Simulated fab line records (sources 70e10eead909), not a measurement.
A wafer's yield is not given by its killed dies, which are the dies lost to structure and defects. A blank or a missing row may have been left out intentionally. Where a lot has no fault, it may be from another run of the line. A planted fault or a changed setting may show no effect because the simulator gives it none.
Which tool is to blame? / flow nandHarc / Sampling: 11 lots, 33 wafers, 6 of 1159 route steps

WHAT THE GAUGES READ, wafer by wafer
NHARC_A_CHANNEL_FILL_D1_INSPECT_13.
lot=L075; measured=day 11 12:06; on=defectInspect-02; rawDefectCount=238 400 237
lot=L077; measured=day 11 08:38; on=defectInspect-02; rawDefectCount=250 296 179
lot=L079; measured=day 11 18:01; on=defectInspect-01; rawDefectCount=158 216 280
lot=L081; measured=day 12 14:20; on=defectInspect-01; rawDefectCount=376 197 307
lot=L082; measured=day 13 00:32; on=defectInspect-01; rawDefectCount=423 489 256
lot=L086; measured=day 14 04:28; on=defectInspect-02; rawDefectCount=553 594 482
lot=L089; measured=day 14 15:00; on=defectInspect-01; rawDefectCount=225 307 249
lot=L088; measured=day 14 18:50; on=defectInspect-02; rawDefectCount=303 317 254
lot=L093; measured=day 15 07:37; on=defectInspect-02; rawDefectCount=747 461 373
lot=L094; measured=day 15 11:32; on=defectInspect-02; rawDefectCount=218 185 158
lot=L097; measured=day 16 02:20; on=defectInspect-01; rawDefectCount=393 396 273

TOOL THAT RAN EACH LOT (tool first, then ch and the chambers of the sampled wafers, then the start)
lot=L075; NHARC_A_CHANNEL_HOLE_D1_ETCH_23=harEtch-02 ch 0,1, day 8 23:08; NHARC_A_CHANNEL_HOLE_D1_ETCH_26=harEtch-02 ch 0,1, day 9 01:28; NHARC_A_CHANNEL_HOLE_D1_ETCH_44=rieDiel-09 ch 0,1, day 9 02:24; NHARC_A_CHANNEL_HOLE_D1_STRIP_27=rieDiel-09 ch 2,3, day 10 05:23 or earlier; NHARC_A_CHANNEL_FILL_D1_STRIP_28=rieDiel-12 ch 0,3, day 10 05:23
lot=L077; NHARC_A_CHANNEL_HOLE_D1_ETCH_23=harEtch-02 ch 0,1, day 9 03:17; NHARC_A_CHANNEL_HOLE_D1_ETCH_26=harEtch-02 ch 0,1, day 9 05:39; NHARC_A_CHANNEL_HOLE_D1_ETCH_44=rieDiel-09 ch 0,1,2, day 9 06:35; NHARC_A_CHANNEL_HOLE_D1_STRIP_27=rieDiel-09 ch 0,1,2, day 10 08:16 or earlier; NHARC_A_CHANNEL_FILL_D1_STRIP_28=rieDiel-07 ch 0,1,2, day 10 08:16
lot=L079; NHARC_A_CHANNEL_HOLE_D1_ETCH_23=harEtch-02 ch 0,1, day 9 12:13; NHARC_A_CHANNEL_HOLE_D1_ETCH_26=harEtch-02 ch 0,1, day 9 14:25; NHARC_A_CHANNEL_HOLE_D1_ETCH_44=rieDiel-09 ch 1,2, day 9 15:17; NHARC_A_CHANNEL_HOLE_D1_STRIP_27=rieDiel-09 ch 0,2, day 10 18:00 or earlier; NHARC_A_CHANNEL_FILL_D1_STRIP_28=rieDiel-05 ch 0,1,3, day 10 18:00
lot=L081; NHARC_A_CHANNEL_HOLE_D1_ETCH_23=harEtch-01 ch 0,1, day 10 04:22; NHARC_A_CHANNEL_HOLE_D1_ETCH_26=harEtch-01 ch 0,1, day 10 06:37; NHARC_A_CHANNEL_HOLE_D1_ETCH_44=rieDiel-13 ch 0,1,2, day 10 07:32; NHARC_A_CHANNEL_HOLE_D1_STRIP_27=rieDiel-13 ch 0,1,2, day 11 14:18 or earlier; NHARC_A_CHANNEL_FILL_D1_STRIP_28=rieDiel-07 ch 1,2,3, day 11 14:18
lot=L082; NHARC_A_CHANNEL_HOLE_D1_ETCH_23=harEtch-01 ch 0,1, day 10 16:17; NHARC_A_CHANNEL_HOLE_D1_ETCH_26=harEtch-01 ch 0,1, day 10 18:38; NHARC_A_CHANNEL_HOLE_D1_ETCH_44=rieDiel-13 ch 2,3, day 10 19:35; NHARC_A_CHANNEL_HOLE_D1_STRIP_27=rieDiel-13 ch 1,2,3, day 12 00:28 or earlier; NHARC_A_CHANNEL_FILL_D1_STRIP_28=rieDiel-07 ch 1,2, day 12 00:28
lot=L086; NHARC_A_CHANNEL_HOLE_D1_ETCH_23=harEtch-01 ch 0,1, day 11 23:12; NHARC_A_CHANNEL_HOLE_D1_ETCH_26=harEtch-01 ch 0,1, day 12 01:27; NHARC_A_CHANNEL_HOLE_D1_ETCH_44=rieDiel-09 ch 0,1,3, day 12 02:22; NHARC_A_CHANNEL_HOLE_D1_STRIP_27=rieDiel-09 ch 0,2,3, day 13 04:16 or earlier; NHARC_A_CHANNEL_FILL_D1_STRIP_28=rieDiel-05 ch 0,2,3, day 13 04:16
lot=L089; NHARC_A_CHANNEL_HOLE_D1_ETCH_23=harEtch-01 ch 1, day 12 08:21; NHARC_A_CHANNEL_HOLE_D1_ETCH_26=harEtch-01 ch 1, day 12 10:38; NHARC_A_CHANNEL_HOLE_D1_ETCH_44=rieDiel-13 ch 0,1,3, day 12 11:33; NHARC_A_CHANNEL_HOLE_D1_STRIP_27=rieDiel-13 ch 0,1,2, day 13 15:09 or earlier; NHARC_A_CHANNEL_FILL_D1_STRIP_28=rieDiel-05 ch 1,2,3, day 13 15:09
lot=L088; NHARC_A_CHANNEL_HOLE_D1_ETCH_23=harEtch-01 ch 0,1, day 12 13:41; NHARC_A_CHANNEL_HOLE_D1_ETCH_26=harEtch-01 ch 0,1, day 12 16:02; NHARC_A_CHANNEL_HOLE_D1_ETCH_44=rieDiel-09 ch 0,2,3, day 12 16:59; NHARC_A_CHANNEL_HOLE_D1_STRIP_27=rieDiel-09 ch 0,1,2, day 13 19:01 or earlier; NHARC_A_CHANNEL_FILL_D1_STRIP_28=rieDiel-12 ch 0,1,2, day 13 19:01
lot=L093; NHARC_A_CHANNEL_HOLE_D1_ETCH_23=harEtch-02 ch 0,1, day 13 02:53; NHARC_A_CHANNEL_HOLE_D1_ETCH_26=harEtch-02 ch 0,1, day 13 05:09; NHARC_A_CHANNEL_HOLE_D1_ETCH_44=rieDiel-13 ch 0,1,3, day 13 06:04; NHARC_A_CHANNEL_HOLE_D1_STRIP_27=rieDiel-13 ch 1,2,3, day 14 07:29 or earlier; NHARC_A_CHANNEL_FILL_D1_STRIP_28=rieDiel-12 ch 0,1,2, day 14 07:29
lot=L094; NHARC_A_CHANNEL_HOLE_D1_ETCH_23=harEtch-02 ch 0,1, day 13 06:56; NHARC_A_CHANNEL_HOLE_D1_ETCH_26=harEtch-02 ch 0,1, day 13 09:18; NHARC_A_CHANNEL_HOLE_D1_ETCH_44=rieDiel-09 ch 1,2,3, day 13 10:16; NHARC_A_CHANNEL_HOLE_D1_STRIP_27=rieDiel-09 ch 0,1,2, day 14 11:38 or earlier; NHARC_A_CHANNEL_FILL_D1_STRIP_28=rieDiel-12 ch 0,1,2, day 14 11:38
lot=L097; NHARC_A_CHANNEL_HOLE_D1_ETCH_23=harEtch-02 ch 0,1, day 13 22:01; NHARC_A_CHANNEL_HOLE_D1_ETCH_26=harEtch-02 ch 0,1, day 14 00:15; NHARC_A_CHANNEL_HOLE_D1_ETCH_44=rieDiel-13 ch 2,3, day 14 01:11; NHARC_A_CHANNEL_HOLE_D1_STRIP_27=rieDiel-13 ch 1,2, day 15 02:44 or earlier; NHARC_A_CHANNEL_FILL_D1_STRIP_28=rieDiel-05 ch 2,3, day 15 02:44
- NHARC_A_CHANNEL_HOLE_D1_ETCH_23: etches the open film in C4F8/O2/Ar, time 819 s, target depth 1600 nm.
- NHARC_A_CHANNEL_HOLE_D1_ETCH_26: etches the open film in C4F8/O2/Ar, time 224.1 s, target depth 300 nm.
- NHARC_A_CHANNEL_HOLE_D1_ETCH_44: etches the open film in CF4/O2, target depth 140 nm, overetch 14 nm, time 77 s.
- NHARC_A_CHANNEL_HOLE_D1_STRIP_27: strips in O2.
- NHARC_A_CHANNEL_FILL_D1_STRIP_28: strips in O2, time 20 s.

THE ANSWER, worked out from the rows above alone
Rule: the usual values come from the lots themselves. The widest of any qualifying gaps counts: lots, ordered by their means at a reading, are off when they make up no more than a third of the lots, leave a main group of 4 or more, and stand apart from it by 3 or more times the standard deviation of that group's means. A main group is skipped when, at the precision printed for the reading in the tables above, its means are all equal. A lot without any number at a reading at which 4 lots or more have one is off too. All remaining lots with rows at the step are treated as sound.
No lot is off on any of the readings shown, so nothing can be concluded from this.

WHAT THE SIMULATOR HAD PUT IN
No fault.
